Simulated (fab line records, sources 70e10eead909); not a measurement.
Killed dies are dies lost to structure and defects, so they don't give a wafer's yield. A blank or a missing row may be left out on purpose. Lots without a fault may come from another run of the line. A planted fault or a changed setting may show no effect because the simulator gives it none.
Which tool did it? | flow nand_harc | 14 lots, 42 wafers sampled, at 1 step of a route of 1302

WHAT THE GAUGES READ, wafer by wafer
NHARC_A_ONON_D2_THK_MEAS_34: measures by ellipsometry. Usual: thk_nm 199.2 nm, standard deviation 2.7.
lot  | measured     | on            | thk_nm (nm)       | flag
L617 | day 13 08:38 | film_metro-01 | 194.2 195.9 195.9 |
L616 | day 13 08:41 | film_metro-02 | 201.2 196.5 205.3 |
L621 | day 15 02:44 | film_metro-01 | 193.6 198.2 200.0 |
L622 | day 16 00:50 | film_metro-01 | 193.0 202.8 199.1 |
L623 | day 16 00:54 | film_metro-02 | 196.6 196.6 197.2 |
L628 | day 17 12:04 | film_metro-01 | 198.2 194.8 199.1 |
L631 | day 19 02:28 | film_metro-02 | 197.9 194.6 196.4 |
L630 | day 19 02:29 | film_metro-01 | 196.5 199.9 202.9 |
L632 | day 19 10:56 | film_metro-02 | 198.8 201.4 203.0 |
L635 | day 20 13:26 | film_metro-01 | 194.4 198.5 197.9 |
L636 | day 21 09:58 | film_metro-01 | 202.1 197.5 205.7 |
L637 | day 22 00:18 | film_metro-01 | 196.5 198.7 202.2 |
L639 | day 22 07:52 | film_metro-02 | 200.5 196.8 204.3 |
L638 | day 22 07:52 | film_metro-01 | 196.3 196.8 198.4 |

WHICH TOOL RAN EACH LOT (tool, then ch and the chambers of the sampled wafers, then the start)
The record holds no process step before these readings.

WHAT THE TOOLS THEMSELVES READ (means of the sampled wafers that have a number; where no wafer has one, the mark that the record gives instead)
The record holds no such reading with a usual standard deviation.

THE ANSWER, worked out from the rows above alone
Rule: a lot is off if the mean of its wafers that have a number lies more than 3 standard deviations from the usual mean. A lot without any number at a reading at which 4 lots or more have one is off too. The other lots that the step has rows for count as sound. The gauges are gone through in route order, then the tools' own readings, and for those a lot's mean is taken as printed above. The first step at which some lot is off is used, and at that step the reading that is off furthest; a lot without a number counts as furthest.
No lot is off at any reading shown: from this, nothing can be told.

WHAT THE SIMULATOR HAD PUT IN
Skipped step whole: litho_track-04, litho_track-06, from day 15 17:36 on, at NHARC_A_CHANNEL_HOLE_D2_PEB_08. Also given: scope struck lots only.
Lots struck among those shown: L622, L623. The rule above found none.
